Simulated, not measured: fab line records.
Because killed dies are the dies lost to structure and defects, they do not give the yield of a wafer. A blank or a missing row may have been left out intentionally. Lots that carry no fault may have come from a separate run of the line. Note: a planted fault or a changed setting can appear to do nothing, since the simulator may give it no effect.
fab line records | flow nand-harc
[record] lots = 12 | wafers = 36 | last-day = 33
route steps=1302 shown A_SGD_CUT@903 A_SLIT@922 END@1302
lots that met no fault: taken from a fault-free run of the same line
start-h: hours from the record's first day to the start of the lot's first wafer shown | wait-h: time in hours since the lot's previous step | " as in the row above | L1.1+2: several wafers, shown together as one row | - either no value or no given start | * or withheld: withheld | < > ~ a bound
route shown NAME@n: names a module that has steps shown in the file, with the first one's number in the route | usual: mean and standard deviation over wafers with no fault | same: alike in all rows | chamber/n: place in a boat | sites: per-site readings | _std_site: the values' standard deviation | _edge_site: outer sites' mean less inner sites' | radius-mm: for every site, how far away it sits from the centre of the wafer | mask NAME#n: copy n | behind: the most recent tool/chamber to have shaped the wafer | hold: cause of the lot's hold/its duration in hours/its outcome | device: names the non-switching transistor (n, p or np) | end of line: tests of these same wafers at the route's end | a step with no rows: only its recipe | killed: dies lost to structure and defects at the first sort, not the wafer's yield | map: per-die view of a wafer (x killed, . not killed, _ where there is no die)
set.NAME: the setting as run; set.NAME@STEP: as run at that earlier step | model.NAME: the simulator's own value behind a step, which no gauge read
route steps across a sampled set of lots; one table per step, one row per wafer
services: from which hour (start-h, from the record's first day; less than 0 if before it) a tool's chamber was out of use, for how many hours, and why
[[steps]]
[step NHARC_A_SGD_CUT_INSPECT_11]
[usual] raw-defect-count = 55/32
lot.wafer | tool              | chamber | start-h | wait-h | raw-defect-count
L729.2    | defect-inspect-01 | -       | 437.83  | 0.0    | 15
L729.3    | "                 | -       | "       | "      | 20
L729.5    | "                 | -       | "       | "      | 19
L730.3    | defect-inspect-02 | -       | 447.87  | 0.0    | 134
L730.5    | "                 | -       | "       | "      | 114
L730.6    | "                 | -       | "       | "      | 120
L733.2    | defect-inspect-02 | -       | 478.07  | 0.0    | 67
L733.5    | "                 | -       | "       | "      | 52
L733.6    | "                 | -       | "       | "      | 66
L731.2    | defect-inspect-02 | -       | 478.50  | 0.0    | 15
L731.4    | "                 | -       | "       | "      | 18
L731.6    | "                 | -       | "       | "      | 14
L740.4    | defect-inspect-02 | -       | 549.94  | 0.0    | 82
L740.5    | "                 | -       | "       | "      | 55
L740.6    | "                 | -       | "       | "      | 72
L739.2    | defect-inspect-02 | -       | 550.12  | 0.0    | 77
L739.3    | "                 | -       | "       | "      | 78
L739.5    | "                 | -       | "       | "      | 81
L742.2    | defect-inspect-02 | -       | 571.35  | 0.0    | 21
L742.3    | "                 | -       | "       | "      | 10
L742.6    | "                 | -       | "       | "      | 20
L743.2    | defect-inspect-01 | -       | 576.51  | 0.0    | 58
L743.3    | "                 | -       | "       | "      | 81
L743.4    | "                 | -       | "       | "      | 84
L748.1    | defect-inspect-01 | -       | 629.35  | 0.0    | 47
L748.3    | "                 | -       | "       | "      | 64
L748.6    | "                 | -       | "       | "      | 54
L749.1    | defect-inspect-02 | -       | 644.95  | 0.0    | 9
L749.4    | "                 | -       | "       | "      | 14
L749.5    | "                 | -       | "       | "      | 10
L750.2    | defect-inspect-02 | -       | 652.17  | 0.0    | 49
L750.4    | "                 | -       | "       | "      | 55
L750.5    | "                 | -       | "       | "      | 47
L751.1    | defect-inspect-02 | -       | 654.03  | 0.0    | 84
L751.3    | "                 | -       | "       | "      | 58
L751.5    | "                 | -       | "       | "      | 75
[step NHARC_A_SGD_CUT_DESCUM_14]
[recipe] time-s = 3 | o2-flow-sccm = 200 | ar-flow-sccm = 0 | bias-power-w = 0 | chemistry = O2
[usual] drypump-motor-current-A = 5.8/0.45 | oes-product-au = 0.998/0.0098 | rf-vpp-V = 57.7/0.86 | showerhead-plenum-p-Torr = 1.90/0.09 | throttle-valve-pct = 11.311/0.0082
[same] time-s = 3
lot.wafer | tool        | chamber | start-h | wait-h | drypump-motor-current-A | oes-product-au | rf-hours-counter-h | rf-vpp-V | showerhead-plenum-p-Torr | throttle-valve-pct
L729.2    | rie-diel-08 | 1       | 437.91  | 0.1    | 6.5                     | 0.993          | 3                  | 58.7     | 1.96                     | 11.317
L729.3    | "           | 2       | "       | "      | 5.4                     | 0.986          | 3                  | 58.7     | 2.05                     | 11.305
L729.5    | "           | 0       | "       | "      | 6.7                     | 1.005          | -                  | 57.9     | 1.94                     | 11.331
L730.3    | rie-diel-03 | 3       | 447.93  | 0.1    | 6.4                     | 0.988          | 12                 | 57.7     | 1.96                     | 11.334
L730.5    | "           | 2       | "       | "      | 5.6                     | 0.999          | -                  | 58.9     | 1.85                     | 11.313
L730.6    | "           | 3       | "       | "      | 6.4                     | 0.997          | -                  | 57.2     | 1.96                     | 11.320
L733.2    | rie-diel-03 | 0       | 478.15  | 0.1    | 5.4                     | 1.007          | 1                  | 56.3     | 1.77                     | 11.315
L733.6    | "           | 1       | "       | "      | 5.5                     | 0.999          | -                  | 58.5     | 2.03                     | 11.299
L733.5    | "           | 2       | "       | "      | 5.5                     | 0.998          | -                  | 58.5     | 1.85                     | 11.322
L731.2    | rie-diel-03 | 3       | 478.56  | 0.1    | 6.5                     | 0.987          | 1                  | 58.2     | 1.96                     | 11.287
L731.4    | "           | 0       | "       | "      | 5.4                     | 0.994          | 1                  | 56.3     | 1.77                     | 11.316
L731.6    | "           | 3       | "       | "      | 6.4                     | 0.981          | -                  | 57.4     | 1.96                     | 11.309
L740.5    | rie-diel-03 | 3       | 550.04  | 0.1    | 6.4                     | 0.995          | -                  | 58.0     | 1.95                     | 11.308
L740.6    | "           | 1       | "       | "      | 5.4                     | 1.012          | -                  | 59.2     | 2.03                     | 11.309
L740.4    | "           | 2       | "       | "      | 5.5                     | 0.995          | -                  | 56.1     | 1.85                     | 11.299
L739.3    | rie-diel-12 | 3       | 550.18  | 0.1    | 5.6                     | 0.997          | 6                  | 56.6     | 1.90                     | 11.318
L739.2    | "           | 0       | "       | "      | 6.2                     | 0.994          | 6                  | 57.4     | 1.86                     | 11.307
L739.5    | "           | 2       | "       | "      | 5.6                     | 0.988          | -                  | 57.7     | 1.80                     | 11.316
L742.2    | rie-diel-03 | 1       | 571.42  | 0.1    | 5.4                     | 1.001          | 10                 | 58.6     | 2.03                     | 11.312
L742.3    | "           | 2       | "       | "      | 5.5                     | 0.987          | 9                  | 57.2     | 1.85                     | 11.312
L742.6    | "           | 0       | "       | "      | 5.4                     | 0.992          | -                  | 58.0     | 1.77                     | 11.314
L743.4    | rie-diel-08 | 2       | 576.58  | 0.1    | 5.4                     | 0.991          | 0                  | 57.6     | 2.05                     | 11.317
L743.3    | "           | 3       | "       | "      | 5.6                     | 0.986          | 1                  | 58.6     | 1.92                     | 11.320
L743.2    | "           | 1       | "       | "      | 6.5                     | 1.000          | 1                  | 57.5     | 1.96                     | 11.309
L748.3    | rie-diel-08 | 3       | 629.43  | 0.1    | 5.6                     | 1.003          | 4                  | 58.7     | 1.92                     | 11.320
L748.1    | "           | 0       | "       | "      | 6.6                     | 1.012          | 4                  | 57.5     | 1.94                     | 11.315
L748.6    | "           | 2       | "       | "      | 5.4                     | 1.006          | -                  | 56.8     | 2.05                     | 11.304
L749.4    | rie-diel-12 | 3       | 645.01  | 0.1    | 5.6                     | 1.005          | 1                  | 56.6     | 1.90                     | 11.313
L749.1    | "           | 2       | "       | "      | 5.6                     | 0.997          | 1                  | 58.1     | 1.80                     | 11.297
L749.5    | "           | 3       | "       | "      | 5.6                     | 1.011          | -                  | 57.7     | 1.90                     | 11.322
L750.4    | rie-diel-08 | 2       | 652.23  | 0.1    | 5.4                     | 0.991          | 5                  | 57.8     | 2.05                     | 11.313
L750.2    | "           | 1       | "       | "      | 6.5                     | 1.016          | 5                  | 57.4     | 1.96                     | 11.315
L750.5    | "           | 3       | "       | "      | 5.6                     | 1.003          | -                  | 58.2     | 1.92                     | 11.296
L751.3    | rie-diel-08 | 2       | 654.09  | 0.1    | 5.4                     | 1.009          | 5                  | 58.6     | 2.05                     | 11.313
L751.1    | "           | 0       | "       | "      | 6.7                     | 1.008          | 6                  | 59.0     | 1.94                     | 11.322
L751.5    | "           | 3       | "       | "      | 5.6                     | 1.005          | -                  | 56.7     | 1.92                     | 11.308
[step NHARC_A_SGD_CUT_ETCH_15]
[recipe] target-depth-a = 750 | time-s = 64.3 | ch3f-flow-sccm = 50 | o2-flow-sccm = 30 | ar-flow-sccm = 200 | rf-w = 500 | bias-w = 100 | chemistry = CH3F/O2
[usual] drypump-motor-current-A = 5.8/0.47 | oes-product-au = 0.957/0.019 | rf-vpp-V = 263.8/1.8 | showerhead-plenum-p-Torr = 2.45/0.11 | throttle-valve-pct = 20.664/0.0083
[same] time-s = 64.3
lot.wafer | tool        | chamber | start-h | wait-h | drypump-motor-current-A | oes-product-au | rf-hours-counter-h | rf-vpp-V | showerhead-plenum-p-Torr | throttle-valve-pct
L729.3    | rie-diel-08 | 1       | -       | -      | 6.6                     | 0.978          | 4                  | 265.3    | 2.52                     | 20.675
L729.2    | "           | 3       | "       | "      | 5.6                     | 0.958          | 3                  | 264.3    | 2.47                     | 20.662
L729.5    | "           | 0       | "       | "      | 6.7                     | 0.962          | -                  | 265.2    | 2.49                     | 20.660
L730.3    | rie-diel-03 | 2       | -       | -      | 5.5                     | 0.960          | 14                 | 262.3    | 2.38                     | 20.663
L730.6    | "           | 1       | "       | "      | 5.4                     | 0.960          | -                  | 266.2    | 2.61                     | 20.652
L730.5    | "           | 2       | "       | "      | 5.5                     | 0.955          | -                  | 262.4    | 2.38                     | 20.644
L733.2    | rie-diel-03 | 2       | -       | -      | 5.6                     | 0.958          | 1                  | 264.7    | 2.38                     | 20.663
L733.6    | "           | 0       | "       | "      | 5.4                     | 0.983          | -                  | 262.0    | 2.28                     | 20.667
L733.5    | "           | 1       | "       | "      | 5.4                     | 0.967          | -                  | 267.7    | 2.61                     | 20.664
L731.4    | rie-diel-03 | 1       | -       | -      | 5.5                     | 0.959          | 1                  | 266.2    | 2.61                     | 20.669
L731.2    | "           | 3       | "       | "      | 6.4                     | 0.948          | 1                  | 263.8    | 2.51                     | 20.662
L731.6    | "           | 1       | "       | "      | 5.4                     | 0.948          | -                  | 265.8    | 2.61                     | 20.663
L740.6    | rie-diel-03 | 2       | -       | -      | 5.6                     | 0.954          | -                  | 261.5    | 2.38                     | 20.663
L740.5    | "           | 3       | "       | "      | 6.5                     | 0.952          | -                  | 264.1    | 2.51                     | 20.659
L740.4    | "           | 1       | "       | "      | 5.4                     | 0.963          | -                  | 265.7    | 2.61                     | 20.668
L739.2    | rie-diel-12 | 0       | -       | -      | 6.2                     | 0.953          | 6                  | 263.3    | 2.40                     | 20.665
L739.3    | "           | 2       | "       | "      | 5.5                     | 0.943          | 6                  | 261.1    | 2.32                     | 20.661
L739.5    | "           | 0       | "       | "      | 6.2                     | 0.959          | -                  | 263.0    | 2.40                     | 20.660
L742.2    | rie-diel-03 | 2       | -       | -      | 5.5                     | 0.948          | 10                 | 262.3    | 2.38                     | 20.656
L742.3    | "           | 0       | "       | "      | 5.4                     | 0.949          | 7                  | 261.7    | 2.28                     | 20.683
L742.6    | "           | 3       | "       | "      | 6.4                     | 0.939          | -                  | 266.4    | 2.51                     | 20.654
L743.4    | rie-diel-08 | 0       | -       | -      | 6.7                     | 0.969          | 1                  | 264.1    | 2.49                     | 20.674
L743.2    | "           | 2       | "       | "      | 5.4                     | 0.960          | 0                  | 266.7    | 2.63                     | 20.673
L743.3    | "           | 3       | "       | "      | 5.6                     | 0.960          | 1                  | 262.3    | 2.47                     | 20.676
L748.3    | rie-diel-08 | 1       | -       | -      | 6.6                     | 0.923          | 4                  | 265.4    | 2.52                     | 20.653
L748.1    | "           | 3       | "       | "      | 5.6                     | 0.925          | 4                  | 264.5    | 2.47                     | 20.671
L748.6    | "           | 0       | "       | "      | 6.7                     | 0.921          | -                  | 264.2    | 2.49                     | 20.676
L749.1    | rie-diel-12 | 2       | -       | -      | 5.5                     | 0.981          | 1                  | 260.5    | 2.31                     | 20.674
L749.4    | "           | 0       | "       | "      | 6.1                     | 0.974          | 1                  | 263.9    | 2.39                     | 20.668
L749.5    | "           | 3       | "       | "      | 5.6                     | 0.968          | -                  | 262.8    | 2.44                     | 20.653
L750.4    | rie-diel-08 | 1       | -       | -      | 6.5                     | 0.924          | 6                  | 266.9    | 2.52                     | 20.669
L750.2    | "           | 3       | "       | "      | 5.6                     | 0.912          | 5                  | 264.8    | 2.47                     | 20.667
L750.5    | "           | 0       | "       | "      | 6.6                     | 0.927          | -                  | 263.6    | 2.49                     | 20.670
L751.1    | rie-diel-08 | 0       | -       | -      | 6.7                     | 0.973          | 6                  | 264.6    | 2.49                     | 20.653
L751.3    | "           | 2       | "       | "      | 5.4                     | 0.961          | 5                  | 265.3    | 2.62                     | 20.668
L751.5    | "           | 3       | "       | "      | 5.6                     | 0.956          | -                  | 261.9    | 2.47                     | 20.662
[step NHARC_A_SLIT_DEP_25]
[recipe] target-thk-a = 2000 | temp-c = 400 | pressure-torr = 6.5 | rf-w = 900 | teos-flow-sccm = 161.4 | flow-sccm = 2650 | target-thk-nm = 200 | gas = O2 | material = SiO2
[usual] chamber-pressure-Torr = 6.500/0.013 | flow-sccm = 2650/7.2 | heater-power-outer-w = 323/51 | heater-power-w = 599/86 | throttle-valve-pct = 16.3/0.64
lot.wafer | tool     | chamber | start-h | wait-h | chamber-pressure-Torr | flow-sccm | heater-power-outer-w | heater-power-w | since-wet-clean-h | throttle-valve-pct
L729.2    | pecvd-01 | 0       | 446.81  | 0.1    | 6.526                 | 2641      | 319                  | 579            | 122               | 16.2
L729.3    | "        | 1       | "       | "      | 6.498                 | 2657      | 284                  | 522            | -                 | 16.0
L729.5    | "        | 1       | "       | "      | 6.500                 | 2657      | 289                  | 531            | -                 | 15.8
L730.3    | pecvd-01 | 0       | 454.54  | 0.1    | 6.506                 | 2657      | 293                  | 539            | 130               | 16.3
L730.5    | "        | 0       | "       | "      | 6.490                 | 2670      | 293                  | 546            | -                 | 16.1
L730.6    | "        | 1       | "       | "      | 6.489                 | 2664      | 365                  | 641            | -                 | 15.8
L733.2    | pecvd-03 | 2       | 484.81  | 0.1    | 6.502                 | 2640      | 331                  | 605            | 106               | 17.1
L733.6    | "        | 0       | "       | "      | 6.513                 | 2652      | 280                  | 477            | -                 | 15.2
L733.5    | "        | 1       | "       | "      | 6.505                 | 2649      | 311                  | 643            | -                 | 16.8
L731.2    | pecvd-01 | 2       | 484.85  | 0.1    | 6.502                 | 2657      | 329                  | 622            | 160               | 16.4
L731.6    | "        | 1       | "       | "      | 6.501                 | 2633      | 301                  | 555            | -                 | 15.9
L731.4    | "        | 0       | "       | "      | 6.489                 | 2642      | 344                  | 613            | -                 | 16.5
L739.3    | pecvd-02 | 2       | 556.81  | 0.1    | 6.494                 | 2642      | 325                  | 525            | 136               | 15.9
L739.2    | "        | 0       | "       | "      | 6.473                 | 2636      | 340                  | 697            | 136               | 17.0
L739.5    | "        | 2       | "       | "      | 6.489                 | 2662      | 316                  | 546            | -                 | 16.2
L740.6    | pecvd-01 | 1       | 557.06  | 0.3    | -                     | -         | -                    | -              | -                 | -
L740.4    | "        | 2       | "       | "      | -                     | -         | -                    | -              | -                 | -
L740.5    | "        | 0       | "       | "      | -                     | -         | -                    | -              | -                 | -
L742.2    | pecvd-01 | 1       | 577.96  | 0.1    | -                     | -         | -                    | -              | -                 | -
L742.3    | "        | 2       | "       | "      | -                     | -         | -                    | -              | -                 | -
L742.6    | "        | 2       | "       | "      | -                     | -         | -                    | -              | -                 | -
L743.3    | pecvd-01 | 0       | 583.84  | 0.1    | 6.485                 | 2647      | 317                  | 570            | 78                | 16.1
L743.2    | "        | 2       | "       | "      | 6.486                 | 2655      | 271                  | 547            | 78                | 16.3
L743.4    | "        | 2       | "       | "      | 6.487                 | 2657      | 293                  | 571            | -                 | 16.2
L748.3    | pecvd-02 | 2       | 636.10  | 0.1    | 6.483                 | 2650      | 349                  | 574            | 34                | 15.3
L748.1    | "        | 1       | "       | "      | 6.510                 | 2654      | 380                  | 654            | 34                | 16.7
L748.6    | "        | 0       | "       | "      | 6.540                 | 2653      | 361                  | 746            | -                 | 17.1
L749.1    | pecvd-01 | 1       | 652.60  | 0.1    | 6.504                 | 2655      | 379                  | 651            | 147               | 16.2
L749.4    | "        | 2       | "       | "      | 6.513                 | 2663      | 316                  | 586            | -                 | 16.3
L749.5    | "        | 0       | "       | "      | 6.504                 | 2649      | 310                  | 559            | -                 | 16.7
L751.1    | pecvd-03 | 2       | 659.06  | 0.1    | 6.518                 | 2649      | 275                  | 516            | 99                | 17.1
L751.3    | "        | 0       | "       | "      | 6.503                 | 2643      | 229                  | 442            | 99                | 15.3
L751.5    | "        | 0       | "       | "      | 6.496                 | 2651      | 227                  | 456            | -                 | 15.1
L750.2    | pecvd-01 | 1       | 659.15  | 0.2    | 6.504                 | 2655      | 404                  | 660            | 153               | 15.8
L750.4    | "        | 2       | "       | "      | 6.510                 | 2652      | 318                  | 618            | -                 | 16.6
L750.5    | "        | 2       | "       | "      | 6.499                 | 2656      | 342                  | 609            | -                 | 16.5
[step NHARC_END_SORT_01]
[recipe] temp-c = 25
[usual] killed-at-array = 53/20 | killed-at-other = 1/1.2 | killed-at-periphery = 3.7/2.6 | killed-dies = 58/20 | killed-open = 3.5/1.8 | killed-short = 2.4/1.7
[same] gross-dies = 677
lot.wafer | tool      | chamber | start-h | wait-h | hold                   | killed-at-array | killed-at-other | killed-at-periphery | killed-dies | killed-open | killed-short
L730.3    | prober-02 | 0       | 574.78  | 3.1    | -                      | 81              | 0               | 0                   | 81          | 2           | 1
L730.5    | prober-02 | 0       | 576.35  | 3.6    | -                      | 87              | 2               | 1                   | 90          | 2           | 2
L730.6    | prober-02 | 0       | 577.14  | 3.9    | -                      | 77              | 1               | 1                   | 79          | 6           | 0
L739.2    | prober-02 | 0       | 676.98  | 2.8    | -                      | 60              | 0               | 6                   | 66          | 3           | 5
L739.3    | prober-02 | 0       | 677.79  | 3.1    | -                      | 52              | 0               | 4                   | 56          | 5           | 0
L739.5    | prober-02 | 0       | 679.40  | 3.7    | -                      | 60              | 0               | 10                  | 70          | 3           | 3
L740.4    | prober-01 | 0       | 678.59  | 3.4    | await-dispo/3.3h/scrap | 672             | 0               | 5                   | 677         | 2           | 5
L740.5    | prober-01 | 0       | 679.38  | 3.7    | await-dispo/3.3h/scrap | 666             | 4               | 7                   | 677         | 1           | 5
L740.6    | prober-01 | 0       | 680.17  | 4.0    | await-dispo/3.3h/scrap | 672             | 0               | 5                   | 677         | 6           | 3
L742.2    | prober-01 | 0       | 697.36  | 2.8    | await-dispo/3.4h/scrap | 672             | 1               | 4                   | 677         | 3           | 0
L742.3    | prober-01 | 0       | 698.16  | 3.1    | await-dispo/3.4h/scrap | 674             | 1               | 2                   | 677         | 1           | 1
L742.6    | prober-01 | 0       | 700.55  | 4.0    | await-dispo/3.4h/scrap | 675             | 1               | 1                   | 677         | 3           | 0
L748.1    | prober-01 | 0       | 764.37  | 2.5    | -                      | 52              | 0               | 0                   | 52          | 4           | 3
L748.3    | prober-01 | 0       | 765.96  | 3.1    | -                      | 66              | 1               | 0                   | 67          | 5           | 2
L748.6    | prober-01 | 0       | 768.35  | 4.0    | -                      | 52              | 0               | 1                   | 53          | 1           | 3
L750.2    | prober-02 | 0       | 792.28  | 2.8    | -                      | 33              | 0               | 3                   | 36          | 1           | 1
L750.4    | prober-02 | 0       | 793.89  | 3.4    | -                      | 36              | 0               | 2                   | 38          | 3           | 3
L750.5    | prober-02 | 0       | 794.69  | 3.7    | -                      | 68              | 1               | 1                   | 70          | 4           | 4
// killed by level:class
L730.3 A_CHANNEL_HOLE_D2:chamber-film-flake=30 A_CHANNEL_HOLE_D1:chamber-film-flake=24 A_SLIT:chamber-film-flake=18 A_DECK1_JOINT:chamber-film-flake=2 A_CONTACT:chamber-film-flake=2 A_ONON_D1:geometric-particle:open=1 A_SGD_CUT:geometric-particle:open=1 A_WL_FILL:geometric-particle:short=1
L730.5 A_SLIT:chamber-film-flake=27 A_CHANNEL_HOLE_D2:chamber-film-flake=24 A_CHANNEL_HOLE_D1:chamber-film-flake=22 A_CONTACT:chamber-film-flake=4 A_ZERO_WELL:chamber-film-flake=3 A_STAIRCASE:chamber-film-flake=2 THIN_TSV:chamber-film-flake=2 P_M0:geometric-particle:open=1
L730.6 A_CHANNEL_HOLE_D1:chamber-film-flake=27 A_CHANNEL_HOLE_D2:chamber-film-flake=24 A_SLIT:chamber-film-flake=15 A_CONTACT:chamber-film-flake=4 A_WL_FILL:geometric-particle:open=2 A_ONON_D1:geometric-particle:open=1 A_CHANNEL_HOLE_D1:geometric-particle:open=1 A_CHANNEL_FILL_D1:geometric-particle:open=1
L739.2 A_CHANNEL_HOLE_D1:chamber-film-flake=33 A_CHANNEL_HOLE_D2:chamber-film-flake=9 A_CONTACT:chamber-film-flake=4 P_BONDPAD:chamber-film-flake=3 A_CHANNEL_FILL_D1:geometric-particle:short=2 P_GATE:chamber-film-flake=2 A_DECK1_JOINT:chamber-film-flake=2 A_STAIRCASE:chamber-film-flake=2
L739.3 A_CHANNEL_HOLE_D1:chamber-film-flake=32 A_CHANNEL_HOLE_D2:chamber-film-flake=11 P_ZERO_WELL:chamber-film-flake=2 P_GATE:chamber-film-flake=2 A_STAIRCASE:chamber-film-flake=2 A_CHANNEL_HOLE_D1:geometric-particle:open=1 A_WL_FILL:geometric-particle:open=1 A_CONTACT:geometric-particle:open=1
L740.4 A_SLIT:area-dep=595 A_CHANNEL_HOLE_D1:chamber-film-flake=32 A_SLIT:chamber-film-flake=18 A_STAIRCASE:chamber-film-flake=4 A_CONTACT:chamber-film-flake=4 A_CHANNEL_HOLE_D2:chamber-film-flake=3 A_WL_FILL:chamber-film-flake=3 A_CHANNEL_FILL_D2:geometric-particle:short=2
L740.5 A_SLIT:area-dep=604 A_CHANNEL_HOLE_D1:chamber-film-flake=28 A_SLIT:chamber-film-flake=11 A_CONTACT:chamber-film-flake=7 A_BLC:chamber-film-flake=4 THIN_TSV:chamber-film-flake=4 P_BONDPAD:chamber-film-flake=3 A_STAIRCASE:chamber-film-flake=3
L739.5 A_CHANNEL_HOLE_D1:chamber-film-flake=31 A_CHANNEL_HOLE_D2:chamber-film-flake=13 P_GATE:chamber-film-flake=4 A_CONTACT:chamber-film-flake=4 P_BONDPAD:chamber-film-flake=3 A_SLIT:chamber-film-flake=3 P_ZERO_WELL:chamber-film-flake=2 A_CHANNEL_HOLE_D1:geometric-particle:short=1
L740.6 A_SLIT:area-dep=581 A_CHANNEL_HOLE_D1:chamber-film-flake=34 A_SLIT:chamber-film-flake=27 A_STAIRCASE:chamber-film-flake=6 A_CONTACT:chamber-film-flake=6 A_SGD_CUT:chamber-film-flake=4 A_BLC:chamber-film-flake=3 A_BLC:geometric-particle:open=2
L742.2 A_SLIT:area-dep=630 A_SLIT:chamber-film-flake=29 A_CHANNEL_HOLE_D1:chamber-film-flake=7 P_CONTACT:geometric-particle:open=2 P_GATE:chamber-film-flake=2 A_DECK1_JOINT:chamber-film-flake=2 A_CONTACT:chamber-film-flake=2 A_ONON_D2:geometric-particle:open=1
L742.3 A_SLIT:area-dep=656 A_SLIT:chamber-film-flake=13 P_GATE:geometric-particle:open=1 A_WL_FILL:geometric-particle:short=1 P_GATE:chamber-film-flake=1 A_ZERO_WELL:chamber-film-flake=1 A_CHANNEL_HOLE_D1:chamber-film-flake=1 A_STAIRCASE:chamber-film-flake=1
L742.6 A_SLIT:area-dep=642 A_SLIT:chamber-film-flake=17 A_CONTACT:chamber-film-flake=5 A_BLC:chamber-film-flake=3 A_CHANNEL_FILL_D2:geometric-particle:open=2 A_ZERO_WELL:chamber-film-flake=2 A_CHANNEL_HOLE_D1:chamber-film-flake=2 A_DECK1_JOINT:geometric-particle:open=1
L748.1 A_CHANNEL_HOLE_D1:chamber-film-flake=26 A_SLIT:chamber-film-flake=7 A_CONTACT:chamber-film-flake=6 A_SGD_CUT:chamber-film-flake=2 A_CHANNEL_FILL_D1:geometric-particle:open=1 A_CHANNEL_FILL_D2:geometric-particle:short=1 A_WL_FILL:geometric-particle:short=1 A_CONTACT:geometric-particle:open=1
L748.3 A_CHANNEL_HOLE_D1:chamber-film-flake=40 A_SLIT:chamber-film-flake=9 A_CONTACT:chamber-film-flake=4 A_CHANNEL_FILL_D2:chamber-film-flake=2 A_M1:chamber-film-flake=2 A_DECK1_JOINT:geometric-particle:open=1 A_ONON_D2:geometric-particle:open=1 A_CHANNEL_HOLE_D2:geometric-particle:short=1
L748.6 A_CHANNEL_HOLE_D1:chamber-film-flake=34 A_CONTACT:chamber-film-flake=5 A_SLIT:chamber-film-flake=5 A_M1:chamber-film-flake=4 A_CHANNEL_FILL_D1:geometric-particle:short=2 P_CONTACT:geometric-particle:short=1 A_WL_FILL:geometric-particle:open=1 A_STAIRCASE:chamber-film-flake=1
L750.2 A_SLIT:chamber-film-flake=10 A_CHANNEL_HOLE_D2:chamber-film-flake=7 A_STAIRCASE:chamber-film-flake=6 A_ZERO_WELL:chamber-film-flake=5 P_GATE:chamber-film-flake=2 A_CHANNEL_HOLE_D1:chamber-film-flake=2 A_CHANNEL_FILL_D1:geometric-particle:short=1 A_BLC:geometric-particle:open=1
L750.4 A_SLIT:chamber-film-flake=11 A_CHANNEL_HOLE_D2:chamber-film-flake=8 A_STAIRCASE:chamber-film-flake=6 A_M1:chamber-film-flake=3 A_WL_FILL:chamber-film-flake=2 P_CONTACT:geometric-particle:short=1 A_ONON_D1:geometric-particle:open=1 A_CHANNEL_FILL_D1:geometric-particle:short=1
L750.5 A_SLIT:chamber-film-flake=36 A_CHANNEL_HOLE_D2:chamber-film-flake=17 A_M1:chamber-film-flake=3 A_SOURCE_PLATE:geometric-particle:open=1 A_ONON_D1:geometric-particle:short=1 A_DECK1_JOINT:geometric-particle:short=1 A_ONON_D2:geometric-particle:open=1 A_SGD_CUT:geometric-particle:open=1
[[services]]
tool        | chamber | start-h | hours | kind
pecvd-02    | -       | 425.61  | 1.2   | repair
pecvd-01    | 2       | 426.75  | 20.4  | repair
rie-diel-08 | 3       | 433.02  | 3.3   | repair
rie-diel-12 | -       | 445.40  | 9.0   | pm
rie-diel-03 | -       | 458.54  | 9.0   | pm
pecvd-01    | 2       | 480.87  | 1.7   | repair
pecvd-01    | -       | 492.80  | 13.0  | pm
rie-diel-12 | 2       | 496.98  | 6.3   | repair
pecvd-03    | 0       | 510.37  | 4.9   | repair
pecvd-02    | -       | 511.44  | 2.5   | repair
rie-diel-03 | -       | 521.08  | 1.2   | repair
rie-diel-03 | -       | 522.61  | 0.4   | repair
rie-diel-03 | 0       | 543.91  | 14.9  | repair
rie-diel-08 | -       | 544.89  | 9.0   | pm
pecvd-03    | -       | 547.27  | 13.0  | pm
rie-diel-12 | 1       | 566.86  | 5.8   | repair
rie-diel-03 | 0       | 590.83  | 8.3   | repair
rie-diel-12 | -       | 596.48  | 1.3   | repair
pecvd-01    | -       | 598.77  | 1.1   | repair
rie-diel-12 | -       | 622.40  | 9.0   | pm
rie-diel-03 | -       | 635.55  | 9.0   | pm
pecvd-01    | -       | 642.47  | 0.8   | repair
pecvd-01    | 0       | 655.39  | 17.8  | repair
pecvd-01    | -       | 655.65  | 0.6   | repair
[[key]]
[first-sign] step = NHARC_A_SLIT_DEP_25 | reading = tool-record | direction = missing
[effect] step = NHARC_END_SORT_01 | reading = killed-at-array | direction = up | sigmas = 31 | usual = 53 | struck = 672
[more-kills-born-at] NHARC_A_SLIT_DEP_25@pecvd-01 = 3708
met-at NHARC_A_SLIT_DEP_25
struck-lots L740,L742
later-rows-left-out L740.4,L740.5,L740.6,L742.2,L742.3,L742.6
tester-left-out L740,L742
not-acting-at NHARC_A_SGD_CUT_INSPECT_11,NHARC_A_SGD_CUT_DESCUM_14,NHARC_A_SGD_CUT_ETCH_15
onset-between 484.85 557.06
[fault] kind = skipped-step-whole | tool = pecvd-01 | chamber = - | onset-h = 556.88 | steps = NHARC_A_SLIT_DEP_25 | scope = struck-lots-only
// tester-left-out: of these lots the tester's yield and bins aren't shown, on N5 and GAA mostly nor the transistor test; their killed dies are dies lost to structure and defects alone, not to doping, threshold or leakage, so they don't give the yield
// later-rows-left-out: the simulator's readings of these wafers behind a module that went badly wrong aren't trusted and aren't shown, but for the sort
